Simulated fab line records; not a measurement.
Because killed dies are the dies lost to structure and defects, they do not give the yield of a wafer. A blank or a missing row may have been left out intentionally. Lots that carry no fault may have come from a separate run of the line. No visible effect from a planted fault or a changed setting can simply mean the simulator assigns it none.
Chamber matching :: flow nand_harc :: NHARC_A_CONTACT_ETCH_102 on rie_diel-08 has 4 sister chambers
The step etches the open film in CF4/O2, target depth 70 nm, overetch 7 nm, time 38.5 s. 8 wafers are shown with their chamber, then 11 later ones without.

== EACH WAFER AND ITS CHAMBER ==
wafer: L079.3
chamber: 1
drypump_motor_current_A (A): 6.6
oes_product_au (a.u.): 1.005

wafer: L079.6
chamber: 0
drypump_motor_current_A (A): 5.5
oes_product_au (a.u.): 1.027

wafer: L082.5
chamber: 0
drypump_motor_current_A (A): 5.6
oes_product_au (a.u.): 1.017

wafer: L086.2
chamber: 1
drypump_motor_current_A (A): 6.5
oes_product_au (a.u.): 0.993

wafer: L087.1
chamber: 2
drypump_motor_current_A (A): 6.1
oes_product_au (a.u.): 1.001

wafer: L087.4
chamber: 3
drypump_motor_current_A (A): 5.2
oes_product_au (a.u.): 0.997

wafer: L087.5
chamber: 2
drypump_motor_current_A (A): 6.0
oes_product_au (a.u.): 1.002

wafer: L088.2
chamber: 3
drypump_motor_current_A (A): 5.2
oes_product_au (a.u.): 0.997

== WAFERS MISSING THEIR CHAMBER ==
wafer: L088.3
drypump_motor_current_A (A): 6.5
oes_product_au (a.u.): 0.989

wafer: L088.4
drypump_motor_current_A (A): 5.5
oes_product_au (a.u.): 1.013

wafer: L090.1
drypump_motor_current_A (A): 5.2
oes_product_au (a.u.): 1.003

wafer: L090.5
drypump_motor_current_A (A): 5.6
oes_product_au (a.u.): 1.010

wafer: L090.6
drypump_motor_current_A (A): 6.0
oes_product_au (a.u.): 1.003

wafer: L091.1
drypump_motor_current_A (A): 5.2
oes_product_au (a.u.): 0.993

wafer: L091.3
drypump_motor_current_A (A): 5.6
oes_product_au (a.u.): 1.012

wafer: L091.4
drypump_motor_current_A (A): 5.6
oes_product_au (a.u.): 1.003

wafer: L096.1
drypump_motor_current_A (A): 5.6
oes_product_au (a.u.): 0.984

wafer: L096.3
drypump_motor_current_A (A): 6.5
oes_product_au (a.u.): 1.002

wafer: L096.4
drypump_motor_current_A (A): 5.2
oes_product_au (a.u.): 0.997

== CHAMBER TAKEN BY EACH ==
wafer: L088.3
from the rows above: 1
in truth: 1

wafer: L088.4
from the rows above: 0
in truth: 0

wafer: L090.1
from the rows above: 3
in truth: 3

wafer: L090.5
from the rows above: 0
in truth: 0

wafer: L090.6
from the rows above: 2
in truth: 2

wafer: L091.1
from the rows above: 3
in truth: 3

wafer: L091.3
from the rows above: 0
in truth: 0

wafer: L091.4
from the rows above: 0
in truth: 0

wafer: L096.1
from the rows above: can't be placed: 0 or 3 or 2
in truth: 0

wafer: L096.3
from the rows above: 1
in truth: 1

wafer: L096.4
from the rows above: 3
in truth: 3
Placed correctly: 10 of 11. Not placeable from these rows: 1 (in 1, the candidates include the true chamber). 0 placed wrongly.
How it was worked out, from the rows above alone: a wafer's distance from a chamber is the root of the sum, over the readings, of the square of ((its reading less the chamber's mean) divided by the reading's scatter). The wafer belongs to the nearest chamber; if the next one is less than 2 further off, it can't be placed. The mean given for a chamber averages the wafers shown for that chamber. The scatter is the square root of a quotient: the sum, over the shown wafers, of each reading's squared deviation from its chamber's mean, divided by wafers minus chambers.
